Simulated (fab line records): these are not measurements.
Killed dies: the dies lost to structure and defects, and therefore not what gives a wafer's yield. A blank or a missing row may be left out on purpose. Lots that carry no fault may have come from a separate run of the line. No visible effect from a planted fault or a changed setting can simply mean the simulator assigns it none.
fab line records	flow n5Finfet
record: lots: 9	wafers: 27	lastDay: 19
route steps=1938 shown BEOL_M1@834 BEOL_M2@842 BEOL_M4@1111 PASSIVATION@1936
lots untouched by any fault: they come from a run of this same line in which no faults occurred
startH: the number of hours between the record's first day and the start of the first shown wafer of the lot	waitH: how many hours have passed since the lot's step before this one	" same as the row above	L1.1+2: one row covering several wafers at once	- value missing, or start not given	* or withheld: withheld	< > ~ a bound
route shown NAME@n: names a module that has steps shown in the file, with the first one's number in the route	usual: mean/standard deviation taken from wafers without a fault	same: alike in all rows	chamber/n: place in a boat	sites: readings site by site	_std_site: the values' standard deviation	_edge_site: outer sites' mean less inner sites'	radiusMm: how far each site lies from the wafer's centre	mask NAME#n: copy n	behind: tool/chamber where the wafer was last shaped	hold: reason for holding the lot/hours on hold/outcome of the hold	device: the n, p or np transistor that did not switch	end of line: tests run on the same wafers once the route is complete	a step with no rows: only its recipe	killed: dies lost to structure and defects at the first sort, not the wafer's yield	map: the dies of a wafer, with x for killed, . for not killed, _ for no die there
set.NAME: the run value of the setting; set.NAME@STEP: its run value at that earlier step	model.NAME: the simulator's own value behind a step, which no gauge read
one table for each step of the route and one row for each wafer, over a sample of lots
services: the hour from which a tool's chamber was out of use, counted from the record's first day as startH (under 0 if before that day), plus the number of hours and why
== steps ==
step: N5_BEOL_M1_THK_MEAS_53
recipe: thkMeasGauge: xrf	reads: Cu_of_BEOL_M1_ECD_50
usual: M1_THK: 39.8/1.5
lot.wafer	tool	chamber	startH	waitH	M1_THK[nm]
L518.2	filmMetro-02	-	157.26	-	38.3
L518.5	"	-	"	"	38.2
L518.6	"	-	"	"	39.5
L523.1	filmMetro-02	-	172.34	-	38.6
L523.4	"	-	"	"	41.1
L523.5	"	-	"	"	40.6
L520.2	filmMetro-01	-	175.75	-	36.8
L520.4	"	-	"	"	41.1
L520.6	"	-	"	"	37.9
L524.1	filmMetro-01	-	179.72	-	40.0
L524.3	"	-	"	"	41.3
L524.6	"	-	"	"	40.3
L529.4	filmMetro-02	-	199.93	-	42.3
L529.5	"	-	"	"	40.7
L529.6	"	-	"	"	38.7
L534.3	filmMetro-01	-	231.61	-	40.9
L534.4	"	-	"	"	44.3
L534.5	"	-	"	"	43.9
L535.1	filmMetro-01	-	239.73	-	39.1
L535.2	"	-	"	"	40.1
L535.4	"	-	"	"	39.8
L540.2	filmMetro-02	-	260.97	-	39.1
L540.3	"	-	"	"	40.7
L540.6	"	-	"	"	41.0
L539.1	filmMetro-02	-	260.99	-	40.2
L539.4	"	-	"	"	42.3
L539.5	"	-	"	"	42.5
step: N5_BEOL_M2_THK_MEAS_01
recipe: reads: SiOC_of_BEOL_M2_ILD_DEP_00
usual: M2_ILD_THK: 78.9/1.1
lot.wafer	tool	chamber	startH	waitH	M2_ILD_THK[nm]
L518.2	filmMetro-01	-	157.66	0.1	77.6
L518.5	"	-	"	"	78.7
L518.6	"	-	"	"	79.4
L523.1	filmMetro-02	-	172.81	0.0	77.2
L523.4	"	-	"	"	79.1
L523.5	"	-	"	"	78.7
L520.2	filmMetro-02	-	176.14	0.1	77.5
L520.4	"	-	"	"	79.4
L520.6	"	-	"	"	78.5
L524.1	filmMetro-02	-	180.11	0.0	79.2
L524.3	"	-	"	"	79.3
L524.6	"	-	"	"	80.7
L529.4	filmMetro-01	-	200.34	0.1	77.9
L529.5	"	-	"	"	78.6
L529.6	"	-	"	"	78.1
L534.3	filmMetro-01	-	232.08	0.1	79.4
L534.4	"	-	"	"	79.9
L534.5	"	-	"	"	79.6
L535.1	filmMetro-02	-	240.12	0.0	79.3
L535.2	"	-	"	"	79.2
L535.4	"	-	"	"	80.0
L540.2	filmMetro-01	-	261.36	0.1	77.5
L540.3	"	-	"	"	78.1
L540.6	"	-	"	"	79.2
L539.1	filmMetro-02	-	261.41	0.0	77.1
L539.4	"	-	"	"	79.6
L539.5	"	-	"	"	79.4
step: N5_BEOL_M2_ETCH_63
recipe: chemistry: CF4	target: SiARC	targetDepthA: 156	maskMaterial: CAR-EUV	timeS: 26	ionEnergyEv: 80	pressureMtorr: 40	sourceW: 545	biasW: 36	Ar_flow_sccm: 100	cf4FlowSccm: 100	ends: cleared
usual: drypumpMotorCurrentA: 5.8/0.44	etchRfOnTimeS: 26.4/0.88	mfcArSccm: 100.00/0.29	oesProductAu: 0.63/0.065	rfVppV: 184.3/1.2	showerheadPlenumPTorr: 2.16/0.076	throttleValvePct: 15.70/0.24
lot.wafer	tool	chamber	startH	waitH	drypumpMotorCurrentA	etchRfOnTimeS	mfcArSccm	oesProductAu	rfHoursCounterH	rfVppV	showerheadPlenumPTorr	throttleValvePct
L518.2	rieDiel-04	1	159.83	0.0	5.3	27.3	99.51	0.60	207	185.2	2.22	16.04
L518.5	"	1	"	"	5.3	27.2	99.92	0.60	-	185.6	2.22	16.07
L518.6	"	2	"	"	6.1	25.7	100.43	0.64	-	182.1	2.04	15.48
L523.1	rieDiel-02	2	175.80	0.0	6.4	25.0	100.35	0.73	65	185.5	2.26	15.52
L523.4	"	0	"	"	5.8	27.2	100.07	0.59	241	181.3	2.03	15.62
L523.5	"	3	"	"	4.9	25.1	100.14	0.62	-	184.7	2.12	15.70
L520.2	rieDiel-05	1	176.80	0.0	6.5	28.0	99.66	0.56	232	183.7	2.03	15.88
L520.4	"	0	"	"	5.6	27.5	100.31	0.59	206	182.8	2.12	15.99
L520.6	"	3	"	"	6.1	26.3	100.00	0.64	-	184.4	2.14	15.74
L524.1	rieDiel-05	2	181.37	0.0	5.5	26.4	100.35	0.63	198	185.6	2.21	15.51
L524.3	"	1	"	"	6.5	27.5	99.75	0.57	233	181.4	2.03	15.86
L524.6	"	0	"	"	5.5	27.2	99.96	0.59	-	185.1	2.12	16.01
L529.4	rieDiel-05	0	203.19	0.0	5.6	27.9	99.70	0.58	215	184.4	2.12	16.02
L529.5	"	2	"	"	5.5	26.4	100.24	0.61	-	183.8	2.20	15.52
L529.6	"	1	"	"	6.5	27.7	99.98	0.56	-	182.3	2.03	15.88
L534.3	rieDiel-02	3	233.31	0.0	4.9	24.9	100.09	0.61	234	182.2	2.11	15.76
L534.4	"	1	"	"	5.8	27.4	99.97	0.58	220	185.4	2.19	15.82
L534.5	"	2	"	"	6.4	25.3	99.60	0.70	-	186.1	2.26	15.59
L535.1	rieDiel-02	3	243.31	0.0	4.9	25.4	99.72	0.60	238	185.0	2.11	15.76
L535.2	"	0	"	"	5.8	26.5	99.78	0.80	6	186.5	2.28	15.16
L535.4	"	1	"	"	5.8	27.5	100.11	0.58	223	186.0	2.19	15.85
L540.2	rieDiel-02	0	262.34	0.0	5.8	26.2	100.04	0.79	12	186.7	2.27	15.19
L540.3	"	2	"	"	6.4	25.4	99.89	0.69	97	186.9	2.25	15.57
L540.6	"	0	"	"	5.8	26.2	100.36	0.79	-	185.2	2.27	15.18
L539.1	rieDiel-05	0	264.50	0.0	5.6	27.1	100.36	0.57	237	183.5	2.11	16.04
L539.4	"	3	"	"	6.1	26.1	99.98	0.62	196	183.5	2.13	15.80
L539.5	"	1	"	"	6.5	25.1	99.95	0.83	-	184.0	2.28	15.41
step: N5_BEOL_M2_EXPOSE_25
recipe: maskId: V1	na: 0.33	sourceShape: quasar	sigmaInner: 0.2	sigmaOuter: 0.8	polarization: unpolarized	defocusNm: 5	doseMj: 63
usual: exposureDoseMJCm2: 62.93/0.12	reticleTempC: 22.98/0.095
same: dipoleOpeningDeg: 30
lot.wafer	tool	chamber	startH	waitH	mask	exposureDoseMJCm2	reticleTempC
L518.2	euvScanner-01	0	160.52	-	V1#0	62.96	23.01
L518.5	"	0	"	"	V1#0	62.92	22.89
L518.6	"	0	"	"	V1#0	62.96	22.97
L523.1	euvScanner-01	0	177.48	-	V1#0	62.92	22.95
L523.4	"	0	"	"	V1#0	62.85	23.06
L523.5	"	0	"	"	V1#0	62.84	22.95
L520.2	euvScanner-01	0	177.55	-	V1#0	62.90	22.94
L520.4	"	0	"	"	V1#0	62.84	23.05
L520.6	"	0	"	"	V1#0	62.94	23.01
L524.1	euvScanner-01	0	181.93	-	V1#0	62.88	23.18
L524.3	"	0	"	"	V1#0	62.83	23.09
L524.6	"	0	"	"	V1#0	62.83	23.06
L529.4	euvScanner-02	0	203.77	-	V1#0	63.03	23.01
L529.5	"	0	"	"	V1#0	63.07	23.17
L529.6	"	0	"	"	V1#0	63.14	23.09
L534.3	euvScanner-02	0	234.01	-	V1#0	63.08	22.96
L534.4	"	0	"	"	V1#0	63.03	22.95
L534.5	"	0	"	"	V1#0	63.14	22.95
L535.1	euvScanner-01	0	244.98	-	V1#0	68.28	22.97
L535.2	"	0	"	"	V1#0	68.29	22.81
L535.4	"	0	"	"	V1#0	68.35	22.82
L540.2	euvScanner-01	0	263.05	-	V1#0	67.22	22.91
L540.3	"	0	"	"	V1#0	67.24	23.00
L540.6	"	0	"	"	V1#0	67.25	22.97
L539.1	euvScanner-02	0	265.27	-	V1#0	63.06	22.97
L539.4	"	0	"	"	V1#0	63.06	23.02
L539.5	"	0	"	"	V1#0	63.03	22.95
step: N5_BEOL_M2_CD_MEAS_28
recipe: targetCdNm: 26.2	landingEnergyEv: 500	detector: seInlens	targetCdYNm: 24.1	polarity: opening
usual: cdNm: 26.30/0.24
lot.wafer	tool	chamber	startH	waitH	cdNm
L518.2	cdSem-03	0	160.66	-	25.86
L518.5	"	0	"	"	26.61
L518.6	"	0	"	"	26.51
L523.1	cdSem-01	0	177.63	-	26.83
L523.4	"	0	"	"	26.10
L523.5	"	0	"	"	26.07
L520.2	cdSem-03	0	177.69	-	26.33
L520.4	"	0	"	"	25.75
L520.6	"	0	"	"	26.45
L524.1	cdSem-01	0	182.07	-	26.28
L524.3	"	0	"	"	26.20
L524.6	"	0	"	"	26.15
L529.4	cdSem-01	0	203.89	-	26.00
L529.5	"	0	"	"	26.74
L529.6	"	0	"	"	26.44
L534.3	cdSem-02	0	234.14	-	26.57
L534.4	"	0	"	"	26.46
L534.5	"	0	"	"	25.65
L535.1	cdSem-02	0	245.13	-	27.88
L535.2	"	0	"	"	27.29
L535.4	"	0	"	"	28.17
L540.2	cdSem-03	0	263.19	-	27.33
L540.3	"	0	"	"	27.41
L540.6	"	0	"	"	27.42
L539.1	cdSem-01	0	265.42	-	26.25
L539.4	"	0	"	"	26.26
L539.5	"	0	"	"	26.29
step: N5_BEOL_M4_RC_MEAS_101
usual: DIBL_N: 36.6/1.9	DIBL_P: 36.7/2.2	IOFF_N: 0.16/0.035	IOFF_P: 0.22/0.038	ION_N: 672/14	ION_P: 462/8.3	SS_N: 71.6/0.65	SS_P: 73.5/0.72	VT_N: 250/3.5	VT_P: -250/3.1
lot.wafer	tool	chamber	startH	waitH	DIBL_N[mV/V]	DIBL_P[mV/V]	IOFF_N[nA/um]	IOFF_P[nA/um]	ION_N[uA/um]	ION_P[uA/um]	SS_N[mV/dec]	SS_P[mV/dec]	VT_N[mV]	VT_P[mV]
L518.2	prober-01	0	203.17	0.2	39.2	40.5	0.22	0.34	686	483	71.1	74.5	243	-239
L518.5	"	0	"	"	37.5	39.0	0.17	0.29	677	471	71.0	73.9	247	-244
L518.6	"	0	"	"	33.2	32.6	0.10	0.18	646	455	69.9	72.5	255	-252
L520.2	prober-02	0	218.38	0.2	37.3	37.3	0.16	0.25	690	480	71.2	73.6	248	-247
L520.4	"	0	"	"	33.2	32.7	0.11	0.18	685	474	70.0	72.5	253	-250
L520.6	"	0	"	"	34.2	34.5	0.13	0.20	676	477	70.5	72.5	251	-249
L523.1	prober-02	0	222.91	0.0	35.6	35.6	0.12	0.20	653	462	71.6	72.9	255	-250
L523.4	"	0	"	"	37.4	37.6	0.16	0.22	651	448	72.3	73.5	252	-251
L523.5	"	0	"	"	34.8	36.4	0.13	0.21	661	462	70.8	73.2	253	-248
L524.1	prober-02	0	226.45	0.0	35.9	36.8	0.17	0.24	691	476	71.0	73.7	249	-249
L524.3	"	0	"	"	37.2	37.1	0.17	0.22	664	455	72.0	74.0	251	-249
L524.6	"	0	"	"	36.9	37.2	0.16	0.23	670	462	72.5	74.4	252	-249
L529.4	prober-01	0	254.94	0.5	32.7	34.8	0.12	0.18	655	459	70.9	72.7	252	-252
L529.5	"	0	"	"	36.4	38.2	0.18	0.23	670	466	72.2	73.1	249	-249
L529.6	"	0	"	"	33.4	34.6	0.12	0.18	665	460	71.6	72.6	253	-252
L534.3	prober-01	0	291.31	0.3	38.8	40.6	0.21	0.29	670	462	72.3	74.8	247	-244
L534.4	"	0	"	"	35.6	36.4	0.15	0.21	656	456	71.5	72.8	253	-249
L534.5	"	0	"	"	38.5	40.4	0.21	0.30	670	467	72.9	74.9	245	-247
L535.1	prober-02	0	293.14	0.0	36.2	37.9	0.19	0.24	674	467	71.5	74.5	246	-247
L535.2	"	0	"	"	36.8	38.9	0.19	0.25	671	464	71.4	73.9	248	-248
L535.4	"	0	"	"	35.7	37.4	0.18	0.23	679	465	72.3	73.9	247	-247
L540.2	prober-02	0	319.81	0.2	38.0	37.2	0.19	0.26	699	472	71.8	73.5	249	-244
L540.3	"	0	"	"	39.0	39.1	0.23	0.31	682	467	71.8	74.1	245	-244
L540.6	"	0	"	"	37.8	36.6	0.18	0.25	674	463	72.4	73.6	248	-245
L539.1	prober-02	0	326.31	0.0	38.1	37.1	0.19	0.25	669	458	71.4	73.8	249	-248
L539.4	"	0	"	"	35.2	34.2	0.14	0.19	680	466	71.2	72.6	251	-250
L539.5	"	0	"	"	35.7	34.4	0.14	0.21	678	474	71.6	73.6	249	-248
step: N5_PASSIVATION_PROBE_49
usual: defectLimitedYield: 91.6/1.4	killed_at_M0_to_M3: 35/10	killed_at_M4_up: 13/4.8	killedAtContacts: 12/7.2	killedAtFrontEnd: 36/12	killedAtOther: 4/3.1	killedDies: 100/17	killedOpen: 66/13	killedShort: 32/7.3	sort_bin_5_function: 5.0/0.94	sort_bin_6_memory: 3.1/0.67	sort_bin_8_speed: 0.01/0.047	sortNPass: 1080/17	sortYieldPct: 91.6/1.4
same: grossDies: 1180	killedAtBackSide: 0	sort_bin_4_leakage[%]: 0
lot.wafer	tool	chamber	startH	waitH	defectLimitedYield[%]	killed_at_M0_to_M3	killed_at_M4_up	killedAtContacts	killedAtFrontEnd	killedAtOther	killedDies	killedOpen	killedShort	sort_bin_5_function[%]	sort_bin_6_memory[%]	sort_bin_8_speed[%]	sortNPass	sortYieldPct[%]
L535.2	prober-01	-	409.19	0.1	92.7	29	12	13	32	0	86	54	29	4.6	2.4	0	1094	92.7
L534.4	prober-01	-	412.24	0.2	92.0	33	7	16	35	3	94	56	38	5.1	2.8	0	1086	92.0
killed by level:class
L535.2 MOL_CONTACT_COAG:geometricParticle:open=11 STI_FIN_REVEAL:geometricParticle:open=10 BEOL_M0_SAQP:geometricParticle:short=10 BEOL_M0_SAQP:geometricParticle:open=5 BEOL_M3:geometricParticle:open=5 STI_FIN_REVEAL:geometricParticle:short=4 FIN_SAQP:geometricParticle:open=3 BEOL_M0:geometricParticle:open=3
L534.4 STI_FIN_REVEAL:geometricParticle:open=13 MOL_CONTACT_COAG:geometricParticle:open=12 FIN_SAQP:geometricParticle:short=10 BEOL_M0_SAQP:geometricParticle:short=7 BEOL_M0_SAQP:geometricParticle:open=7 BEOL_M1:geometricParticle:open=5 BEOL_M3:geometricParticle:open=5 GATE_CUT:geometricParticle:short=4
== services ==
tool	chamber	startH	hours	kind
rieDiel-04	0	146.11	2.5	repair
euvScanner-02	-	164.78	1.0	pm
euvScanner-02	-	176.37	1.6	repair
euvScanner-02	-	185.36	4.6	pm
euvScanner-01	-	189.96	1.0	pm
euvScanner-01	-	196.49	12.0	pm
rieDiel-02	0	205.33	-	clean
rieDiel-02	0	205.33	-	consumableReplace:focusRing
rieDiel-02	0	205.33	-	consumableReplace:showerhead
rieDiel-02	0	205.33	23.1	scheduledDown
rieDiel-02	0	205.33	23.1	ventCycle
euvScanner-02	-	220.93	1.0	pm
rieDiel-05	1	232.24	-	clean
rieDiel-05	1	232.24	-	consumableReplace:focusRing
rieDiel-05	1	232.24	-	consumableReplace:showerhead
rieDiel-05	1	232.24	23.2	scheduledDown
rieDiel-05	1	232.24	23.2	ventCycle
rieDiel-02	1	236.01	1.8	repair
rieDiel-04	-	241.54	0.5	repair
euvScanner-01	-	243.97	1.0	pm
euvScanner-02	0	250.36	-	calibration
== key ==
firstSign: step: N5_BEOL_M2_EXPOSE_25	reading: exposureDoseMJCm2	direction: up	sigmas: 41	usual: 62.93	struck: 67.77
effect: step: N5_BEOL_M2_CD_MEAS_28	reading: cdNm	direction: up	sigmas: 5.4	usual: 26.30	struck: 27.58	through: controlLoop
metAt N5_BEOL_M2_EXPOSE_25
struckLots L535,L540
loopTrim: step: N5_BEOL_M2_EXPOSE_25	setting: dose	lots: L540
notActingAt N5_BEOL_M1_THK_MEAS_53,N5_BEOL_M2_THK_MEAS_01,N5_BEOL_M2_ETCH_63
onsetBetween 181.93 244.98
fault: kind: processParameterDrift	tool: euvScanner-01	chamber: -	onsetH: 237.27	steps: N5_BEOL_M2_EXPOSE_25	channel: doseMj	offset: 5.5063	shape: step	actsIn: theseRecipesOnly	stated: 63
loopTrim: a control loop set the setting to another value than it would have without faults
